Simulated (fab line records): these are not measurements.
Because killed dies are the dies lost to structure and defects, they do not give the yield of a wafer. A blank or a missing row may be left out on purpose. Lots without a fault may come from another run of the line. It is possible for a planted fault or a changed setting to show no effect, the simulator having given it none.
fab line records	flow n5-finfet
record lots=12	wafers=30	last-day=17
route steps=1938 shown FIN_SAQP@120 STI_FIN_REVEAL@207 PASSIVATION@1936
lots that met no fault: taken from a fault-free run of the same line
start-h: hours from the record's opening day to when the first of the lot's shown wafers began	wait-h: hours since the lot's step before	" unchanged from the row above	L1.1+2: a single row standing in for several wafers	- no value, or no start was given	* or withheld: withheld	< > ~ a bound
route shown NAME@n: a module of which the file shows steps, and the number in the route of the first	usual: the fault-free wafers' mean and standard deviation	same: alike in all rows	chamber/n: place in a boat	sites: readings site by site	_std_site: their standard deviation	_edge_site: the outer-site mean with the inner-site mean subtracted	radius-mm: how far each site lies from the wafer's centre	mask NAME#n: copy n	behind: the most recent tool/chamber to have shaped the wafer	hold: reason for holding the lot/hours on hold/outcome of the hold	device: the transistor (n, p or np) that didn't switch	end of line: the tests these same wafers got at the end of their route	a step without rows: its recipe alone	killed: not the wafer's yield, but the dies lost to structure and defects at the first sort	map: shows each die of a wafer: x if killed, . if not, _ if none is there
set.NAME: setting as actually run; set.NAME@STEP: the setting as run at that earlier step	model.NAME: the simulator's own value behind a step, which no gauge read
route steps across a sampled set of lots; one table per step, one row per wafer
services: from which hour (start-h, from the record's first day; less than 0 if before it) a tool's chamber was out of use, for how many hours, and why
## steps
# step N5_FIN_SAQP_MANDREL_ETCH_22
# recipe target-depth-a=600	chemistry=HBr/Cl2	target=a-Si	stop-on=SiNx	bt-time-s=10	over-etch-frac=0.5	time-s=30	pressure-mtorr=10	icp-w=800	bias-w=75	HBr_flow_sccm=150	Cl2_flow_sccm=80	ends=end-point
# usual drypump-motor-current-A=5.72/0.26	oes-product-au=0.764/0.0099	throttle-valve-pct=35.4/0.35
# same bt-time-s=10
lot.wafer	tool	chamber	start-h	wait-h	drypump-motor-current-A	oes-product-au	rf-hours-counter-h	throttle-valve-pct
L864.3	rie-si-05	3	40.81	0.0	5.89	0.764	125	35.3
L864.6	"	3	"	"	5.88	0.761	-	35.3
L867.3	rie-si-05	3	58.32	0.0	5.91	0.775	125	35.3
L867.5	"	2	"	"	5.66	0.764	-	35.9
L868.1	rie-si-01	2	65.04	0.0	5.90	0.750	72	35.8
L868.6	"	0	"	"	5.90	0.763	-	35.4
L869.1	rie-si-01	0	70.56	0.0	5.87	0.762	1	35.4
L869.3	"	1	"	"	5.67	0.771	189	35.2
L870.4	rie-si-01	0	76.48	0.0	5.91	0.754	1	35.4
L870.5	"	3	"	"	5.48	0.756	-	35.1
L871.2	rie-si-01	2	82.14	0.0	5.91	0.755	72	35.8
L871.3	"	1	"	"	5.69	0.761	189	35.2
L871.6	"	0	"	"	5.84	0.770	-	35.4
L872.2	rie-si-01	1	89.25	0.0	5.68	0.762	189	35.2
L872.5	"	1	"	"	5.68	0.790	-	35.2
L873.2	rie-si-01	3	94.81	0.0	5.48	0.758	99	35.2
L873.3	"	1	"	"	5.69	0.786	189	35.1
L873.6	"	2	"	"	5.89	0.758	-	35.8
L874.3	rie-si-01	3	100.91	0.0	5.48	0.744	99	35.2
L874.5	"	2	"	"	5.92	0.774	-	35.8
L874.6	"	1	"	"	5.71	0.774	-	35.1
L882.2	rie-si-01	1	148.58	0.0	5.68	0.768	190	35.2
L882.5	"	2	"	"	5.92	0.756	-	35.8
L882.6	"	3	"	"	5.49	0.769	-	35.1
L883.4	rie-si-01	0	153.87	0.0	5.90	0.764	3	35.4
L883.5	"	1	"	"	5.67	0.774	-	35.2
L883.6	"	0	"	"	5.87	0.771	-	35.4
L884.2	rie-si-01	2	163.92	0.0	5.92	0.762	74	35.8
L884.4	"	0	"	"	5.81	0.783	3	35.4
L884.6	"	0	"	"	5.84	0.771	-	35.4
# step N5_FIN_SAQP_RECESS_63
# recipe chemistry=HF/NH3	target=SiO2	target-depth-a=180	afs-cycles=3	temp-c=30	sublimation-temp-c=180	sublimation-time-s=60
# usual drypump-motor-current-A=5.7/0.33
# same afs-cycles=3
lot.wafer	tool	chamber	start-h	wait-h	drypump-motor-current-A
L864.3	vapor-etch-01	1	43.20	0.2	5.3
L864.6	"	1	"	"	5.3
L867.3	vapor-etch-02	1	60.53	0.2	5.5
L867.5	"	0	"	"	6.0
L868.1	vapor-etch-01	0	67.89	0.1	6.1
L868.6	"	1	"	"	5.3
L869.1	vapor-etch-02	1	72.63	0.1	5.5
L869.3	"	0	"	"	6.0
L870.4	vapor-etch-01	1	78.73	0.2	5.3
L870.5	"	1	"	"	5.3
L871.2	vapor-etch-02	1	84.82	0.1	5.5
L871.3	"	1	"	"	5.5
L871.6	"	0	"	"	6.0
L872.2	vapor-etch-02	1	91.29	0.1	5.5
L872.5	"	1	"	"	5.5
L873.2	vapor-etch-02	1	97.28	0.1	5.5
L873.3	"	0	"	"	6.0
L873.6	"	0	"	"	6.0
L874.3	vapor-etch-02	0	103.22	0.2	6.0
L874.5	"	0	"	"	6.0
L874.6	"	1	"	"	5.5
L882.2	vapor-etch-01	1	150.97	0.2	5.3
L882.5	"	1	"	"	5.3
L882.6	"	1	"	"	5.3
L883.4	vapor-etch-02	0	156.75	0.2	6.0
L883.5	"	0	"	"	6.0
L883.6	"	1	"	"	5.5
L884.2	vapor-etch-01	0	166.08	0.1	6.2
L884.4	"	0	"	"	6.1
L884.6	"	1	"	"	5.3
# step N5_FIN_SAQP_STRIP_70
# recipe chemistry=N2/H2	power-w=500	temp-c=40	pressure-mtorr=50	rf-frequency-hz=6e+07	overash-fraction=0.3	bias-power-w=28	h2-frac=0.5	n2-flow-sccm=300	h2-flow-sccm=300
# usual drypump-motor-current-A=5.7/0.51	h2-flow-sccm=299.9/0.89	oes-product-au=0.84/0.1	rf-vpp-V=121.8/0.94	showerhead-plenum-p-Torr=3.34/0.072	throttle-valve-pct=19.1/0.48
lot.wafer	tool	chamber	start-h	wait-h	drypump-motor-current-A	h2-flow-sccm	oes-product-au	rf-hours-counter-h	rf-vpp-V	showerhead-plenum-p-Torr	throttle-valve-pct
L864.3	rie-diel-01	2	43.63	0.0	5.3	298.2	0.81	88	121.1	3.53	19.2
L864.6	"	0	"	"	6.3	300.0	0.82	-	120.4	3.43	19.0
L867.3	rie-diel-05	3	60.96	0.0	5.0	299.9	0.69	236	120.8	3.31	19.2
L867.5	"	0	"	"	5.1	298.8	0.94	-	120.1	3.29	18.8
L868.1	rie-diel-05	0	68.62	0.0	5.1	300.1	0.95	19	121.0	3.29	18.8
L868.6	"	0	"	"	5.1	300.6	0.94	-	120.4	3.29	18.8
L869.1	rie-diel-05	3	73.24	0.0	5.0	300.9	0.69	241	121.0	3.30	19.2
L869.3	"	2	"	"	6.8	300.2	0.75	147	121.1	3.39	20.1
L870.4	rie-diel-04	0	79.16	0.0	5.9	299.7	0.84	90	122.1	3.29	19.3
L870.5	"	0	"	"	5.9	299.8	0.83	-	120.8	3.29	19.3
L871.2	rie-diel-04	0	85.42	0.0	6.0	300.8	0.83	93	121.5	3.29	19.3
L871.3	"	2	"	"	5.4	299.6	0.68	245	121.4	3.34	19.4
L871.6	"	2	"	"	5.4	301.1	0.68	-	120.7	3.34	19.4
L872.2	rie-diel-05	0	91.84	0.0	5.1	298.7	0.90	28	120.8	3.28	18.8
L872.5	"	1	"	"	5.8	299.9	0.93	-	123.6	3.25	18.5
L873.2	rie-diel-01	3	97.87	0.0	6.0	299.5	0.83	68	121.7	3.40	18.9
L873.3	"	2	"	"	5.3	301.5	0.79	107	123.3	3.52	19.2
L873.6	"	1	"	"	5.8	299.2	0.70	-	122.1	3.35	20.0
L874.3	rie-diel-05	0	103.66	0.0	5.1	299.9	0.91	34	121.8	3.28	18.8
L874.5	"	1	"	"	5.8	298.6	0.92	-	122.7	3.25	18.6
L874.6	"	2	"	"	6.7	297.5	0.74	-	122.8	3.38	20.1
L882.2	rie-diel-04	3	151.76	0.0	6.0	299.7	0.96	14	121.3	3.28	18.4
L882.5	"	1	"	"	5.5	299.4	0.89	-	122.2	3.44	18.8
L882.6	"	0	"	"	5.9	298.2	0.80	-	121.2	3.27	19.3
L883.4	rie-diel-04	1	157.19	0.0	5.5	300.1	0.89	44	124.0	3.43	18.8
L883.5	"	3	"	"	6.0	299.0	0.96	-	123.3	3.28	18.4
L883.6	"	2	"	"	5.3	298.8	0.94	-	123.4	3.33	19.0
L884.2	rie-diel-04	0	166.68	0.0	5.9	299.6	0.79	120	120.2	3.27	19.3
L884.4	"	3	"	"	6.1	300.0	0.94	19	121.7	3.27	18.4
L884.6	"	0	"	"	5.9	300.3	0.78	-	123.0	3.27	19.3
# step N5_FIN_SAQP_SPACER2_ALD_28
# recipe material=SiO2	target-thk-a=81	temp-c=300	ald-precursor-family=BDEAS	ald-co-reactant=O2-plasma	pulse-time-s=1	purge-time-s=2	co-reactant-purge-time-s=2	pressure-torr=2
# usual heater-power-outer-w=263/23	heater-power-w=472/41	precursor-pulse-height-rel=0.999/0.018
lot.wafer	tool	chamber	start-h	wait-h	heater-power-outer-w	heater-power-w	precursor-pulse-height-rel
L864.3	ald-sin-02	2	43.83	0.1	259	474	1.006
L864.6	"	2	"	"	253	476	1.030
L867.3	ald-sin-02	2	61.16	0.1	260	476	1.017
L867.5	"	0	"	"	265	459	0.995
L868.1	ald-sin-04	0	68.90	0.2	261	493	1.000
L868.6	"	2	"	"	231	434	1.009
L869.1	ald-sin-04	0	73.44	0.1	262	482	0.990
L869.3	"	3	"	"	271	513	0.998
L870.4	ald-sin-03	0	79.36	0.1	297	485	0.994
L870.5	"	2	"	"	257	484	1.007
L871.2	ald-sin-02	2	85.77	0.3	258	464	0.977
L871.3	"	0	"	"	268	457	1.045
L871.6	"	3	"	"	257	470	0.963
L872.2	ald-sin-03	3	92.09	0.1	250	399	0.987
L872.5	"	0	"	"	296	489	1.008
L873.2	ald-sin-03	0	98.07	0.1	301	487	0.983
L873.3	"	2	"	"	270	468	0.993
L873.6	"	1	"	"	312	580	1.014
L874.3	ald-sin-03	3	104.01	0.2	248	398	0.972
L874.5	"	2	"	"	259	475	0.981
L874.6	"	1	"	"	314	596	0.994
L882.2	ald-sin-02	3	152.08	0.2	262	466	1.019
L882.5	"	1	"	"	278	456	0.973
L882.6	"	0	"	"	262	467	1.042
L883.4	ald-sin-04	2	157.40	0.1	219	425	0.992
L883.5	"	1	"	"	242	439	0.986
L883.6	"	0	"	"	245	435	1.011
L884.2	ald-sin-04	3	167.94	1.1	274	496	0.996
L884.4	"	0	"	"	250	449	1.011
L884.6	"	2	"	"	220	429	1.006
# step N5_FIN_SAQP_CD_MEAS_31
# recipe target-cd-nm=8	landing-energy-ev=1000	detector=se-inlens	polarity=line
# usual cd-nm=8.15/0.21
lot.wafer	tool	chamber	start-h	wait-h	cd-nm
L864.3	cd-sem-02	0	44.38	0.1	8.01
L864.6	"	0	"	"	8.00
L867.3	cd-sem-02	0	61.69	0.1	8.38
L867.5	"	0	"	"	7.54
L868.1	cd-sem-01	0	69.62	0.1	8.27
L868.6	"	0	"	"	8.33
L869.1	cd-sem-02	0	73.96	0.1	8.09
L869.3	"	0	"	"	8.23
L870.4	cd-sem-02	0	79.89	0.1	8.42
L870.5	"	0	"	"	8.20
L871.2	cd-sem-03	0	86.29	0.1	8.25
L871.3	"	0	"	"	8.11
L871.6	"	0	"	"	8.38
L872.2	cd-sem-03	0	92.61	0.1	8.38
L872.5	"	0	"	"	8.19
L873.2	cd-sem-02	0	98.67	0.1	11.22
L873.3	"	0	"	"	10.64
L873.6	"	0	"	"	8.43
L874.3	cd-sem-01	0	104.56	0.1	10.61
L874.5	"	0	"	"	10.77
L874.6	"	0	"	"	8.03
L882.2	cd-sem-01	0	152.65	0.1	8.35
L882.5	"	0	"	"	7.95
L882.6	"	0	"	"	7.73
L883.4	cd-sem-01	0	157.96	0.1	8.31
L883.5	"	0	"	"	8.21
L883.6	"	0	"	"	8.13
L884.2	cd-sem-01	0	168.50	0.1	8.18
L884.4	"	0	"	"	8.54
L884.6	"	0	"	"	7.92
# step N5_STI_FIN_REVEAL_CD_MEAS_22
# recipe target-cd-nm=6.238	pitch-nm=28	polarity=line
# usual cd-nm=6.3/0.3
lot.wafer	tool	chamber	start-h	wait-h	cd-nm
L864.3	cd-sem-03	-	55.25	0.0	6.1
L864.6	"	-	"	"	6.2
L867.3	cd-sem-03	-	72.64	0.0	6.7
L867.5	"	-	"	"	6.0
L868.1	cd-sem-03	-	80.40	0.0	6.1
L868.6	"	-	"	"	6.4
L869.1	cd-sem-03	-	85.11	0.0	6.4
L869.3	"	-	"	"	6.2
L870.4	cd-sem-02	-	90.88	0.0	6.6
L870.5	"	-	"	"	6.4
L871.2	cd-sem-03	-	97.15	0.0	6.3
L871.3	"	-	"	"	6.3
L871.6	"	-	"	"	6.0
L872.2	cd-sem-03	-	103.87	0.0	6.2
L872.5	"	-	"	"	5.9
L873.2	cd-sem-01	-	109.54	0.0	9.2
L873.3	"	-	"	"	9.5
L873.6	"	-	"	"	6.2
L874.3	cd-sem-02	-	115.55	0.0	9.5
L874.5	"	-	"	"	8.4
L874.6	"	-	"	"	6.6
L882.2	cd-sem-01	-	163.32	0.0	6.4
L882.5	"	-	"	"	6.1
L882.6	"	-	"	"	5.9
L883.4	cd-sem-01	-	168.64	0.0	6.5
L883.5	"	-	"	"	7.0
L883.6	"	-	"	"	6.9
L884.2	cd-sem-02	-	179.12	0.0	6.7
L884.4	"	-	"	"	6.1
L884.6	"	-	"	"	6.1
# step N5_PASSIVATION_PROBE_49
# usual killed_at_M0_to_M3=32/9.3	killed_at_M4_up=14/4.9	killed-at-contacts=15/7.5	killed-at-front-end=40/11	killed-at-other=4/3.3	killed-dies=104/17	killed-open=68/14	killed-short=33/7.9
# same gross-dies=1180	killed-at-back-side=0
lot.wafer	tool	chamber	start-h	wait-h	killed_at_M0_to_M3	killed_at_M4_up	killed-at-contacts	killed-at-front-end	killed-at-other	killed-dies	killed-open	killed-short
L873.3	prober-01	-	324.16	0.1	22	10	11	38	1	82	61	19
# killed by level:class
L873.3 FIN_SAQP:geometric-particle:open=13 MOL_CONTACT_COAG:geometric-particle:open=10 FIN_SAQP:geometric-particle:short=9 BEOL_M2:geometric-particle:open=8 BEOL_M3:geometric-particle:open=6 GATE_CUT:geometric-particle:open=5 BEOL_M1:geometric-particle:open=4 DUMMY_GATE:geometric-particle:open=3
## services
tool	chamber	start-h	hours	kind
rie-si-01	1	22.20	4.8	repair
ald-sin-04	3	29.34	1.3	repair
rie-diel-05	-	34.46	0.1	repair
ald-sin-03	-	37.19	1.9	repair
rie-si-05	1	42.70	5.2	repair
ald-sin-03	-	51.05	1.7	repair
rie-si-01	-	55.39	0.3	repair
rie-diel-05	0	64.07	2.2	repair
ald-sin-02	2	70.99	11.1	repair
ald-sin-04	-	85.53	14.0	pm
rie-diel-04	0	87.45	6.6	repair
rie-diel-04	3	94.41	-	clean
rie-diel-04	3	94.41	-	consumable-replace:focus-ring
ald-sin-02	-	102.55	2.8	pm
rie-si-05	-	105.23	0.3	repair
rie-diel-04	2	108.99	-	clean
rie-diel-04	2	108.99	-	consumable-replace:focus-ring
rie-diel-04	2	108.99	10.1	scheduled-down
rie-si-01	0	141.09	1.6	repair
rie-diel-04	-	148.85	0.1	repair
ald-sin-03	0	149.07	8.7	repair
vapor-etch-01	0	149.91	6.6	repair
rie-si-05	0	151.76	5.6	repair
ald-sin-03	-	164.77	4.3	pm
## key
first-sign step=N5_FIN_SAQP_CD_MEAS_31	reading=cd-nm	direction=up	sigmas=12	usual=8.15	struck=10.81
effect step=N5_STI_FIN_REVEAL_CD_MEAS_22	reading=cd-nm	direction=up	sigmas=9.5	usual=6.3	struck=9.2
met-at N5_FIN_SAQP_SPACER2_ALD_28
struck-lots L873,L874
struck-wafers L873.2,L873.3,L874.3,L874.5
tester-left-out L873,L874
baseline-loss step=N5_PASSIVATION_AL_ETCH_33	wafers=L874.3
not-acting-at N5_FIN_SAQP_MANDREL_ETCH_22,N5_FIN_SAQP_RECESS_63,N5_FIN_SAQP_STRIP_70
onset-between 92.09 98.07
fault kind=process-parameter-drift	tool=ald-sin-03	chamber=-	onset-h=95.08	steps=N5_FIN_SAQP_SPACER2_ALD_28	channel=target-thk-a	offset=*	shape=step	end-h=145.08	scope=struck-wafers-only	acts-in=*	stated=*
# tester-left-out: of these lots the tester's yield and bins aren't shown, on N5 and GAA mostly nor the transistor test; their killed dies are dies lost to structure and defects alone, not to doping, threshold or leakage, so they don't give the yield
# baseline-loss: these wafers lose ten dies or more at that step, a loss of the line's own and not of a fault; the sort's usual values leave them out
